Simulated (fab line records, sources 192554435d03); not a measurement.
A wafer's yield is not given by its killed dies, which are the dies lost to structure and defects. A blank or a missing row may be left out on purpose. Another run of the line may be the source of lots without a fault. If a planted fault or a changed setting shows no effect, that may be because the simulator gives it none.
Problem report in the 8D (eight disciplines) form, filled by code	flow n5-finfet	the parts of the form that need people (team, actions taken, sign-off) are left out

== 1. PROBLEM STATEMENT ==
rf-fwd-power-W at N5_BEOL_M8_ETCH_62 reads a mean of 634.8 W on 6 wafers of 2 lots; wafers without a fault read 837.4 W with a standard deviation of 2.7. Relative to the usual mean, that is a shift of -75 standard deviations.
The step: etches SOC in N2/H2, target depth 110 nm, overetch 22 nm, time 165 s.
Seen first at day 11 16:39 on rie-diel-05, wafer L922.1. Wafers with a number at this step in the record: 18, from 6 lots. The rule behind "out" and "out of limits": a value lying over 4 standard deviations away from the usual mean. All remaining wafers that have a number are taken as sound.

== 2. WHAT IT IS, AND WHAT IT ISN'T ==
question	is	is not
which readings at this step	rf-fwd-power-W, rf-vpp-V	drypump-motor-current-A, oes-product-au, showerhead-plenum-p-Torr, throttle-valve-pct
which lots	L922, L925	L927, L931, L932, L935
which wafers of those lots	all that have a number	-
read on which tools	rie-diel-05	rie-diel-01, rie-diel-06
when	from day 11 16:39	up to then (0 sound wafers); but 12 sound wafers of L927, L931, L932, L935 came after

== 3. SUSPECTS, AND WHAT RULES EACH OUT ==
Counting: a tool stays on the suspect list if, at a process step up to the reading, it processed all lots that are out and no sound lot following the first of them.
- rie-diel-05 at N5_BEOL_M8_DESCUM_16 (chemistry O2, time 7.9 s): ruled out as a lasting fault. Sound lots L935 ran on it after its first lot that is out, L922 (day 11 16:34).
- rie-diel-05 at N5_BEOL_M8_ETCH_61 (etches SiARC in CF4, target depth 45.5 nm, time 75.8 s): ruled out as a lasting fault. Sound lots L935 ran on it after its first lot that is out, L922 (day 11 16:36).
- rie-diel-05 at N5_BEOL_M8_ETCH_62 (etches SOC in N2/H2, target depth 110 nm, overetch 22 nm, time 165 s): ruled out as a lasting fault. Sound lots L935 ran on it after its first lot that is out, L922 (day 11 16:39).
Left after counting: nothing in the record.

== 4. THE CAUSE (what the simulator had put in) ==
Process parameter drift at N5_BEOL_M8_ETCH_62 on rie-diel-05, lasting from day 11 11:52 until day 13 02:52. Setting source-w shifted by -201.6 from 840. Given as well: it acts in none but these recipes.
Counting ruled it out, wrongly.

== 5. THE CHAIN OF EFFECTS, in route order ==
Rows list readings where the struck wafers' mean (over those with a number) sits beyond 3 standard deviations from the usual. Scope: only readings with a usual standard deviation given in the record; hours: median across lots of the time from each lot's start at the first step in this table that gives one to its start at this step; sigmas: change in usual standard deviations.
hours	step	reading	usual	on struck wafers	change	sigmas
0	N5_BEOL_M8_ETCH_62	rf-fwd-power-W	837.4 W	634.8	-202.6	-75
0	N5_BEOL_M8_ETCH_62	rf-vpp-V	524.1 V	574.6	+50.5	+18
It contains these process steps:
- N5_BEOL_M8_ETCH_62: etches SOC in N2/H2, target depth 110 nm, overetch 22 nm, time 165 s.

== 6. HOW IT WOULD HAVE BEEN CAUGHT EARLIER ==
In this record no reading fell out of limits until day 11 16:39, 5 hours after the fault had begun at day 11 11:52.
